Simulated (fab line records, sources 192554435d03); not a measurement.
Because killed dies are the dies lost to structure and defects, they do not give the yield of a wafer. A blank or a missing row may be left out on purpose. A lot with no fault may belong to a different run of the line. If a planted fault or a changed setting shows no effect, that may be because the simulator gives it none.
A struck lot beside a sound one || flow n5 finfet || 17 out of 1938 route steps
Sound: these wafers, L769.3, L769.4, L769.5. Struck: wafers L780.4, L780.5. (L780.3 of the same lot was not struck and is left out.) The cause comes at the end.
Per side, at each step with rows, come the tool, then ch with its chambers, and then its first start. Under that, the readings that differ: sound wafers || struck wafers || difference of the means || sigmas: that difference in standard deviations of wafers without a fault.
alike: a reading whose means differ by less than 2 such deviations, as well as words and numbers matching on both sides. not compared: withheld readings; readings where some wafer has no value; bounds like >300 that might hide an equal value; numbers whose values overlap and for which the record gives no deviation.
Wherever a step has rows on one side only, a row that says differs or no value, or a row with sigmas, the two part there. When numbers do not overlap yet have no deviation, they are printed without sigmas and do not part them. A reading missing from all wafers of one side parts the sides only when that side holds two or more wafers.

N5_BEOL_M10_ETCH_62: etches SOC in N2/H2, target depth 110 nm, overetch 22 nm, time 165 s.
  sound on rie diel-03 ch 0,2,3, day 10 05:31; struck on rie diel-03 ch 1,3, day 13 04:18
  alike: drypump motor current A, oes product au, rf vpp V, showerhead plenum p Torr, throttle valve pct
  not compared: rf hours counter h
then, 1 step without rows for these wafers: N5_BEOL_M10_STRIP_68 (strips in N2/H2).
N5_BEOL_M10_STRIP_67: strips in CF4.
  sound on rie diel-03 ch 0,2,3, day 10 05:40; struck on rie diel-03 ch 1,3, day 13 04:26
  alike: drypump motor current A, oes product au, power w, rf vpp V, showerhead plenum p Torr, throttle valve pct
  not compared: rf hours counter h
N5_BEOL_M10_HM_OPEN_17: chemistry Cl2/BCl3, target TiN, target depth 20 nm, overetch 6 nm.
  sound on rie metal-03 ch 0,1, day 10 05:44; struck on rie metal-01 ch 1, day 13 04:31
  alike: drypump motor current A, oes_ar_750_au, oes product au, throttle valve pct
  not compared: rf hours counter h
N5_BEOL_M10_STRIP_19: strips in O2.
  sound on rie diel-04 ch 1,2,3, day 10 05:54; struck on rie diel-03 ch 2,3, day 13 04:36
  alike: drypump motor current A, oes product au, rf vpp V, showerhead plenum p Torr, throttle valve pct
  not compared: rf hours counter h
N5_BEOL_M10_CD_MEAS_18: pitch 140 nm, target cd 70 nm.
  struck on cd sem-02, day 13 04:41; sound on cd sem-03, day 10 05:58
  alike: cd nm
then, 6 steps without rows for these wafers: N5_BEOL_M10_COAT_63 (time 60 s, resist thk 100 nm); N5_BEOL_M10_COAT_64 (time 60 s, resist thk 30 nm); N5_BEOL_M10_COAT_22 (resist thk 90 nm); N5_BEOL_M10_EBR_24; N5_BEOL_M10_SOFTBAKE_23 (time 60 s); N5_BEOL_M10_EXPOSE_25 (exposes mask V9).
N5_BEOL_M10_PEB_26: peb time 60 s.
  sound on litho track-01 ch 0, day 10 07:34; struck on litho track-01 ch 0, day 13 05:38
  alike: chill plate temp C
then, 1 step without rows for these wafers: N5_BEOL_M10_DEVELOP_27 (develop time 30 s).
N5_BEOL_M10_CD_MEAS_28 targets a cd of 70 nm.
  sound on cd sem-02 ch 0, day 10 07:38; struck on cd sem-01 ch 0, day 13 05:43
{"reading": "cd nm (nm)", "sound": "68.4 69.3 70.0", "struck": "73.4 73.6", "difference": "+4.3", "sigmas": "+5"}
N5_BEOL_M10_OVL_MEAS_29:
  sound on overlay-02 ch 0, day 10 07:40; struck on overlay-01 ch 0, day 13 05:44
  alike: V9_OVL
-- a jump in the record: the struck wafers' starts before and after are 2 days apart (it breaks off in module BEOL_M10 and resumes in module PASSIVATION, where the first step shown is number 1936 of the route) --
N5_PASSIVATION_PROBE_49:
  struck on prober-02, day 15 10:49; sound on prober-01, day 12 09:46
  alike: defect limited yield, killed_at_M0_to_M3, killed_at_M4_up, killed at contacts, killed at front end, killed at other, killed dies, killed on rim, killed open, killed short, sort_bin_5_function, sort_bin_6_memory, sort_bin_8_speed, sort n pass, sort yield pct

## WHERE THEY PART
Only at N5_BEOL_M10_CD_MEAS_28, within this record. Later steps at which nothing parts them and some readings are alike: N5_BEOL_M10_OVL_MEAS_29, N5_PASSIVATION_PROBE_49.

WHY: whatever the simulator had introduced
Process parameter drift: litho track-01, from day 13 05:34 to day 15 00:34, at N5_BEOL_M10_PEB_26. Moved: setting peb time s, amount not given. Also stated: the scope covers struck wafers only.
